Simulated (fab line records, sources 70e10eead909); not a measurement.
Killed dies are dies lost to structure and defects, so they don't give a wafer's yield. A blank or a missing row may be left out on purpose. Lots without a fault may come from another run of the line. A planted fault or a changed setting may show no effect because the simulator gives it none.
Chamber matching | flow nand_harc | NHARC_A_BONDPAD_STRIP_15 on rie_diel-03: 4 sister chambers
The step strips in O2. 4 wafers are shown with their chamber, then 9 later ones without.

WAFERS WITH THEIR CHAMBER
wafer  | chamber | drypump_motor_current_A (A)
L819.2 | 0       | 6.2
L821.3 | 3       | 5.7
L821.5 | 2       | 5.0
L821.6 | 1       | 5.3

WAFERS WITHOUT THEIR CHAMBER
wafer  | drypump_motor_current_A (A)
L825.1 | 5.0
L825.3 | 5.7
L825.5 | 5.3
L830.2 | 6.2
L830.3 | 5.7
L830.6 | 5.0
L831.1 | 5.0
L831.2 | 6.2
L831.6 | 5.2

WHICH CHAMBER EACH WENT THROUGH
wafer  | from the rows above | in truth
L825.1 | 2                   | 2
L825.3 | 3                   | 3
L825.5 | 1                   | 1
L830.2 | 0                   | 0
L830.3 | 3                   | 3
L830.6 | 2                   | 2
L831.1 | 2                   | 2
L831.2 | 0                   | 0
L831.6 | 1                   | 1
Placed correctly: 9 of 9. Can't be placed from these rows: 0. Placed wrongly: 0.
How it was worked out, from the rows above alone: a wafer's distance from a chamber is the root of the sum, over the readings, of the square of ((its reading less the chamber's mean) divided by the reading's scatter). The wafer belongs to the nearest chamber; if the next one is less than 2 further off, it can't be placed. A chamber's mean is the mean of its shown wafers. The scatter: with one shown wafer a chamber, the root of the mean of the squares of how far each hidden wafer lies from its nearest shown one.
